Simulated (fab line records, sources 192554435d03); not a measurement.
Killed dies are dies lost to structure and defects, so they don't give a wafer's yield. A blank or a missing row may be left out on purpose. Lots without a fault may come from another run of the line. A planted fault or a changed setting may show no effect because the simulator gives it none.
Split-lot experiment | flow n5_finfet | 7 lots, 21 wafers read, on a route of 1938 steps

THE SPLIT
At N5_BEOL_M10_PECVD_70 (deposits SiO2 from TEOS/O2, target thk 20 nm, time 22.7 s), the setting temp_c was moved away from the recipe's 400 C on 4 of the 21 wafers read, by -3.8% to +2.6%. The other wafers ran this setting at the recipe's value.

FROM THE SPLIT TO THE READING: what the file shows between them, 8 steps
- N5_BEOL_M10_COAT_60: time 60 s, resist thk 30 nm (also split here: spin_rpm)
- N5_BEOL_M10_COAT_05: resist thk 90 nm
- N5_BEOL_M10_EBR_07
- N5_BEOL_M10_DESCUM_16: chemistry O2, time 7.9 s
- N5_BEOL_M10_ETCH_61: etches SiARC in CF4, target depth 39 nm, time 65 s
- N5_BEOL_M10_ETCH_62: etches SOC in N2/H2, target depth 110 nm, overetch 22 nm, time 165 s
- N5_BEOL_M10_STRIP_68: strips in N2/H2
- N5_BEOL_M10_STRIP_77: strips in N2/H2, time 10 s

THE READING
SiO2_of_BEOL_M10_PECVD_70.thk_nm (the simulator's own value, which no gauge read), in nm, at N5_BEOL_M10_HM_STRIP_39 (strips TiN in peroxide tin strip, target depth 25 nm, time 158 s). The file gives no usual value for it. The 17 wafers here that ran the recipe average 19.8 nm, standard deviation 0.33 nm.

wafer  | tool, chamber at the split | temp_c as run, C | against the recipe | SiO2_of_BEOL_M10_PECVD_70.thk_nm, nm | against lot-mates on the recipe
L075.2 | pecvd-01, 1                | 400              | recipe             | 19.4                                 | -
L075.4 | pecvd-01, 1                | 400              | recipe             | 19.8                                 | -
L075.6 | pecvd-01, 0                | 384.9            | -3.8%              | 22                                   | +2.4
L076.2 | pecvd-01, 0                | 400              | recipe             | 19.8                                 | -
L076.4 | pecvd-01, 1,2              | 400              | recipe             | 20                                   | -
L076.6 | pecvd-01, 1,2              | 400              | recipe             | 20.2                                 | -
L079.1 | pecvd-01, 1                | 400              | recipe             | 19.8                                 | -
L079.4 | pecvd-01, 0                | 400              | recipe             | 20.2                                 | -
L079.6 | pecvd-01, 2                | 410.2            | +2.6%              | 18.8                                 | -1.2
L083.2 | pecvd-03, 0                | 400              | recipe             | 19.8                                 | -
L083.4 | pecvd-03, 0                | 400              | recipe             | 20                                   | -
L083.5 | pecvd-03, 2                | 400              | recipe             | 19.4                                 | -
L087.1 | pecvd-04, 0                | 400              | recipe             | 19.8                                 | -
L087.6 | pecvd-04, 0                | 400              | recipe             | 19.8                                 | -
L087.5 | pecvd-04, 1                | 400              | recipe             | 20                                   | -
L092.1 | pecvd-01, 0                | 406.5            | +1.6%              | 18.6                                 | -1.6
L092.5 | pecvd-01, 2                | 400              | recipe             | 20.2                                 | -
L092.6 | pecvd-01, 1                | 406.5            | +1.6%              | 19.2                                 | -1.0
L096.2 | pecvd-03, 2,0              | 400              | recipe             | 19.4                                 | -
L096.4 | pecvd-03, 2,0              | 400              | recipe             | 19.4                                 | -
L096.3 | pecvd-03, 0                | 400              | recipe             | 19                                   | -
Where a row lists several chambers, the file gives one row for several wafers and doesn't say which wafer went through which chamber.

THE FIT
A straight line over all 21 wafers: SiO2_of_BEOL_M10_PECVD_70.thk_nm changes by -0.529 nm for each +1% of temp_c; r = -0.87; the points scatter about the line by 0.34 nm.
The same after taking each lot's own level away (the mean of its wafers on the recipe; 21 wafers): -0.627 nm for each +1%; r = -0.95; scatter 0.24 nm.
On that fit, the largest move of temp_c shifts the reading by 2.4 nm.
The lots' own levels span 19.27 to 20.20 nm, that is 2.8 times the standard deviation above.
So the lot-to-lot level changes the slope: the two fits differ.
Check: with one of the wafers moved furthest among these (-3.8%) left out of the fit, the line predicts +2.3 nm for it against its lot-mates. It came out at +2.4 nm against them.

OTHER SPLITS ON THESE WAFERS
These wafers also went through other splits before the reading. Each is held against what the fit with the lots' levels taken away leaves over:
other split on the same wafers   | wafers away from the commonest value | r with SiO2_of_BEOL_M10_PECVD_70.thk_nm (lot level and that fit taken away)
N5_BEOL_M9_ETCH_66 time_s        | 9                                    | +0.37
N5_BEOL_M9_TRENCH_ETCH_37 bias_w | 6                                    | -0.10
N5_BEOL_M10_COAT_60 spin_rpm     | 8                                    | -0.05

THE WHOLE CHAIN: every reading that the file lists as answering this split, in the file's order
step                    | what it does                                                     | reading                                                                           | change (the file's fit)               | r (the file's)
N5_BEOL_M10_PECVD_70    | deposits SiO2 from TEOS/O2, target thk 20 nm, time 22.7 s        | SiO2_of_BEOL_M10_PECVD_70.thk_nm (the simulator's own value, which no gauge read) | -0.599 nm for each +1% of the setting | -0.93
N5_BEOL_M10_HM_STRIP_39 | strips TiN in peroxide tin strip, target depth 25 nm, time 158 s | SiO2_of_BEOL_M10_PECVD_70.thk_nm (the simulator's own value, which no gauge read) | -0.608 nm for each +1% of the setting | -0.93

THE FILE'S OWN FIT
SiO2_of_BEOL_M10_PECVD_70.thk_nm changes by -0.608 nm for each +1% of temp_c, r = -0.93.
